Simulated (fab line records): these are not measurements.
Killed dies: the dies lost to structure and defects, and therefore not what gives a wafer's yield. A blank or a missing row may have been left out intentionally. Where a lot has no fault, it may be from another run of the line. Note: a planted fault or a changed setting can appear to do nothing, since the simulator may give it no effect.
Comparing a struck lot with a sound one -- flow nand-harc -- 13 steps out of a route of 1302
Sound: the wafers L463.3, L463.4, L463.5. Wafers struck: L476.1, L476.2, L476.5. The cause comes at the end.
Each step with rows lists, per side, the tool, then ch with its chambers, then its first start. Under that, the readings that differ: sound wafers -- struck wafers -- difference of the means -- sigmas: that difference in standard deviations of wafers without a fault.
alike: a reading whose means differ by less than 2 such deviations, as well as words and numbers matching on both sides. not compared: withheld readings; readings where some wafer has no value; bounds like >300 that might hide an equal value; numbers whose values overlap and for which the record gives no deviation.
A row with sigmas, a row that says differs or no value, or rows on one side alone: a step with any of these is where the two part. Numbers that have no deviation but don't overlap get no sigmas and don't part them. Lack of a reading on every wafer of one side parts them only where that side has two or more wafers.

first, 1 step without rows for these wafers: NHARC_THIN_TSV_SRD_23.
NHARC_THIN_TSV_DEGAS_53: time 60 s.
  sound on pvd-sputter-02, day 24 14:55; struck on pvd-sputter-01, day 30 18:45
  alike: heater-power-w
NHARC_THIN_TSV_PRE_CLEAN_54: time 30 s.
  sound on pvd-sputter-02, day 24 14:59; struck on pvd-sputter-01, day 30 18:53
  alike: heater-power-w
then, 8 steps without rows for these wafers: NHARC_THIN_TSV_PVD_55 (deposits TiN, target thk 50 nm); NHARC_THIN_TSV_PVD_24 (deposits Al, target thk 800 nm); NHARC_THIN_TSV_DEHYDRATE_25 (time 120 s); NHARC_THIN_TSV_HMDS_26 (time 30 s); NHARC_THIN_TSV_COAT_27; NHARC_THIN_TSV_SOFTBAKE_28 (time 95 s); NHARC_THIN_TSV_EBR_29; NHARC_THIN_TSV_EXPOSE_30 (exposes mask PAD).
NHARC_THIN_TSV_PEB_31: peb time 85 s.
  struck on litho-track-05, day 30 19:56; sound on litho-track-03 ch 0, day 24 15:50
  no value came back on the struck wafers for chill-plate-temp-C (C), exhaust-pa (Pa); on the sound wafers chill-plate-temp-C (C) reads 23.11 22.97 22.99
then, 1 step without rows for these wafers: NHARC_THIN_TSV_DEVELOP_32 (time 70 s).

## WHERE THEY PART
NHARC_THIN_TSV_PEB_31 only, going by this record.

WHY: what the simulator had put in
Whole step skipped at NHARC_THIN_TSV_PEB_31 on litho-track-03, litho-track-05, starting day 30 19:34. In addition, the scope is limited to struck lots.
